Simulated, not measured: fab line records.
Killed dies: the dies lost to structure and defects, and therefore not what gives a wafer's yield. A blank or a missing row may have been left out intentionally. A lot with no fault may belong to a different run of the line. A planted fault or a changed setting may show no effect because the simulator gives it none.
fab line records    flow nand-harc
record lots=6  wafers=18  last-day=32
route steps=1302 shown A_ONON_D2@548
lots untouched by any fault: they come from a run of this same line in which no faults occurred
start-h: start of the lot's first displayed wafer, in hours after the record's first day    wait-h: time in hours since the lot's previous step    " unchanged from the row above    L1.1+2: one row covering several wafers at once    - either no value or no given start    * or withheld: withheld    < > ~ a bound
route shown NAME@n: names a module that has steps shown in the file, with the first one's number in the route    usual: the fault-free wafers' mean and standard deviation    same: alike in all rows    chamber/n: place in a boat    sites: the reading at each site    _std_site: standard deviation across them    _edge_site: inner sites' mean taken away from outer sites' mean    radius-mm: for every site, how far away it sits from the centre of the wafer    mask NAME#n: copy n    behind: tool/chamber where the wafer was last shaped    hold: cause of the lot's hold/its duration in hours/its outcome    device: transistor that didn't switch, given as n, p or np    end of line: tests run on the same wafers once the route is complete    step lacking rows: just its recipe    killed: the dies lost at the first sort to structure and to defects; this is not the yield of the wafer    map: shows each die of a wafer: x if killed, . if not, _ if none is there
set.NAME: the setting as run; set.NAME@STEP: as run at that earlier step    model.NAME: the simulator's own value behind a step, which no gauge read
a table for each step, a row for each wafer; lots at some steps of the route
services: from which hour (start-h, from the record's first day; less than 0 if before it) a tool's chamber was out of use, for how many hours, and why
## steps
# step NHARC_A_ONON_D2_THK_MEAS_05
# recipe thk-meas-gauge=ellipsometry
# usual thk-nm=997/10
lot.wafer  tool           chamber  start-h  wait-h  thk-nm
L664.3     film-metro-02  -        280.23   -       1005
L664.5     "              -        "        "       1005
L664.6     "              -        "        "       1003
L670.3     film-metro-02  -        333.95   -       999
L670.4     "              -        "        "       1000
L670.6     "              -        "        "       999
L681.1     film-metro-02  -        453.15   -       999
L681.4     "              -        "        "       1000
L681.5     "              -        "        "       999
L682.1     film-metro-01  -        457.84   -       994
L682.2     "              -        "        "       988
L682.6     "              -        "        "       990
L684.2     film-metro-02  -        481.38   -       994
L684.5     "              -        "        "       992
L684.6     "              -        "        "       992
L685.1     film-metro-01  -        481.39   -       983
L685.2     "              -        "        "       983
L685.4     "              -        "        "       985
# step NHARC_A_ONON_D2_DEP_06
# recipe target-thk-a=10000  n2-flow-sccm=2750  n2o-flow-sccm=2000  nh3-flow-sccm=500  sih4-flow-sccm=210  temp-c=400
# step NHARC_A_ONON_D2_THK_MEAS_08
# recipe thk-meas-gauge=ellipsometry
# usual thk-nm=999/11
lot.wafer  tool           chamber  start-h  wait-h  thk-nm
L664.3     film-metro-01  -        280.79   -       997
L664.5     "              -        "        "       993
L664.6     "              -        "        "       996
L670.3     film-metro-02  -        334.52   -       981
L670.4     "              -        "        "       981
L670.6     "              -        "        "       982
L681.1     film-metro-01  -        453.71   -       993
L681.4     "              -        "        "       993
L681.5     "              -        "        "       992
L682.1     film-metro-01  -        458.40   -       1019
L682.2     "              -        "        "       1019
L682.6     "              -        "        "       1018
L684.2     film-metro-02  -        481.95   -       1002
L684.5     "              -        "        "       1004
L684.6     "              -        "        "       1002
L685.1     film-metro-01  -        481.96   -       1000
L685.2     "              -        "        "       1001
L685.4     "              -        "        "       1001
# step NHARC_A_ONON_D2_DEP_09
# recipe target-thk-a=10000  n2-flow-sccm=2750  n2o-flow-sccm=2000  nh3-flow-sccm=500  sih4-flow-sccm=210  temp-c=400
# step NHARC_A_ONON_D2_THK_MEAS_11
# recipe thk-meas-gauge=ellipsometry
# usual thk-nm=1002/10
lot.wafer  tool           chamber  start-h  wait-h  thk-nm
L664.3     film-metro-02  -        281.35   -       1004
L664.5     "              -        "        "       1007
L664.6     "              -        "        "       1005
L670.3     film-metro-02  -        335.09   -       1015
L670.4     "              -        "        "       1016
L670.6     "              -        "        "       1016
L681.1     film-metro-01  -        454.28   -       992
L681.4     "              -        "        "       995
L681.5     "              -        "        "       997
L682.1     film-metro-01  -        458.97   -       993
L682.2     "              -        "        "       994
L682.6     "              -        "        "       996
L684.2     film-metro-02  -        482.51   -       1014
L684.5     "              -        "        "       1016
L684.6     "              -        "        "       1016
L685.1     film-metro-01  -        482.52   -       1007
L685.2     "              -        "        "       1007
L685.4     "              -        "        "       1006
# step NHARC_A_ONON_D2_DEP_12
# recipe target-thk-a=10000  n2-flow-sccm=2750  n2o-flow-sccm=2000  nh3-flow-sccm=500  sih4-flow-sccm=210  temp-c=400
# step NHARC_A_ONON_D2_THK_MEAS_14
# recipe thk-meas-gauge=ellipsometry
# usual thk-nm=1001/12
lot.wafer  tool           chamber  start-h  wait-h  thk-nm
L664.3     film-metro-01  -        281.92   -       1009
L664.5     "              -        "        "       1006
L664.6     "              -        "        "       1009
L670.3     film-metro-01  -        335.66   -       1007
L670.4     "              -        "        "       1008
L670.6     "              -        "        "       1005
L681.1     film-metro-01  -        454.84   -       989
L681.4     "              -        "        "       989
L681.5     "              -        "        "       990
L682.1     film-metro-01  -        459.53   -       988
L682.2     "              -        "        "       990
L682.6     "              -        "        "       989
L685.1     film-metro-01  -        483.08   -       980
L685.2     "              -        "        "       982
L685.4     "              -        "        "       981
L684.2     film-metro-01  -        483.08   -       981
L684.5     "              -        "        "       984
L684.6     "              -        "        "       982
# step NHARC_A_ONON_D2_ANNEAL_15
# recipe temp-c=750  time-s=3600
# step NHARC_A_ONON_D2_DEP_16
# recipe target-thk-a=10000  n2-flow-sccm=2750  n2o-flow-sccm=2000  nh3-flow-sccm=500  sih4-flow-sccm=210  temp-c=400
# step NHARC_A_ONON_D2_THK_MEAS_18
# recipe thk-meas-gauge=ellipsometry
# usual thk-nm=1003/8.4
lot.wafer  tool           chamber  start-h  wait-h  thk-nm
L664.3     film-metro-01  -        289.33   -       996
L664.5     "              -        "        "       997
L664.6     "              -        "        "       999
L670.3     film-metro-01  -        344.36   -       1003
L670.4     "              -        "        "       1003
L670.6     "              -        "        "       1003
L681.1     film-metro-02  -        462.60   -       1002
L681.4     "              -        "        "       1003
L681.5     "              -        "        "       1003
L682.1     film-metro-02  -        468.79   -       1006
L682.2     "              -        "        "       1008
L682.6     "              -        "        "       1006
L684.2     film-metro-01  -        491.09   -       1013
L684.5     "              -        "        "       1015
L684.6     "              -        "        "       1014
L685.1     film-metro-02  -        491.10   -       996
L685.2     "              -        "        "       995
L685.4     "              -        "        "       996
# step NHARC_A_ONON_D2_DEP_19
# recipe target-thk-a=10000  n2-flow-sccm=2750  n2o-flow-sccm=2000  nh3-flow-sccm=500  sih4-flow-sccm=210  temp-c=400
# step NHARC_A_ONON_D2_THK_MEAS_21
# recipe thk-meas-gauge=ellipsometry
# usual thk-nm=999/10
lot.wafer  tool           chamber  start-h  wait-h  thk-nm
L664.3     film-metro-02  -        289.90   -       994
L664.5     "              -        "        "       996
L664.6     "              -        "        "       996
L670.3     film-metro-02  -        344.92   -       1010
L670.4     "              -        "        "       1009
L670.6     "              -        "        "       1009
L681.1     film-metro-02  -        463.19   -       986
L681.4     "              -        "        "       984
L681.5     "              -        "        "       985
L682.1     film-metro-01  -        469.36   -       999
L682.2     "              -        "        "       996
L682.6     "              -        "        "       997
L684.2     film-metro-02  -        491.66   -       988
L684.5     "              -        "        "       987
L684.6     "              -        "        "       985
L685.1     film-metro-01  -        491.66   -       989
L685.2     "              -        "        "       989
L685.4     "              -        "        "       987
# step NHARC_A_ONON_D2_DEP_22
# recipe target-thk-a=10000  n2-flow-sccm=2750  n2o-flow-sccm=2000  nh3-flow-sccm=500  sih4-flow-sccm=210  temp-c=400
lot.wafer   tool           chamber  start-h  wait-h
L664.3+5+6  pecvd-onon-04  0        290.07   0.2
L670.3+4+6  pecvd-onon-02  0        345.10   0.2
L681.1+4+5  pecvd-onon-04  0        463.25   0.1
L682.1+2+6  pecvd-onon-04  0        469.41   0.1
L685.1+2+4  pecvd-onon-03  0        491.72   0.1
L684.2+5+6  pecvd-onon-02  0        491.77   0.1
# step NHARC_A_ONON_D2_THK_MEAS_24
# recipe thk-meas-gauge=ellipsometry
# usual thk-nm=1002/9.3
lot.wafer  tool           chamber  start-h  wait-h  thk-nm
L664.3     film-metro-02  -        290.47   -       993
L664.5     "              -        "        "       993
L664.6     "              -        "        "       993
L670.3     film-metro-02  -        345.50   -       1009
L670.4     "              -        "        "       1007
L670.6     "              -        "        "       1007
L681.1     film-metro-02  -        463.76   -       997
L681.4     "              -        "        "       945
L681.5     "              -        "        "       999
L682.1     film-metro-02  -        469.92   -       1003
L682.2     "              -        "        "       952
L682.6     "              -        "        "       1004
L684.2     film-metro-01  -        492.22   -       1003
L684.5     "              -        "        "       1004
L684.6     "              -        "        "       1006
L685.1     film-metro-02  -        492.23   -       995
L685.2     "              -        "        "       995
L685.4     "              -        "        "       995
# step NHARC_A_ONON_D2_DEP_25
# recipe target-thk-a=10000  n2-flow-sccm=2750  n2o-flow-sccm=2000  nh3-flow-sccm=500  sih4-flow-sccm=210  temp-c=400
## services
tool           chamber  start-h  hours  kind
pecvd-onon-04  -        311.24   13.0   pm
pecvd-onon-02  -        366.00   13.0   pm
pecvd-onon-03  -        408.00   13.0   pm
## key
first-sign step=NHARC_A_ONON_D2_THK_MEAS_24  reading=thk-nm  direction=down  sigmas=5.7  usual=1002  struck=949
effect none on later readings
met-at NHARC_A_ONON_D2_DEP_22
struck-wafers L681.4,L682.2
sort-left-out L681.4,L682.2
tester-left-out L681,L682
onset-between 290.07 463.25
fault kind=process-parameter-drift  tool=pecvd-onon-04  chamber=-  onset-h=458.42  steps=NHARC_A_ONON_D2_DEP_22  channel=target-thk-a  offset=*  shape=step  end-h=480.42  scope=struck-wafers-only  acts-in=*  stated=*
# tester-left-out: of these lots the tester's yield and bins aren't shown, on N5 and GAA mostly nor the transistor test; their killed dies are dies lost to structure and defects alone, not to doping, threshold or leakage, so they don't give the yield
# sort-left-out: the simulated sort isn't trusted on such a fault, so these wafers' sort isn't shown, and their yield isn't known
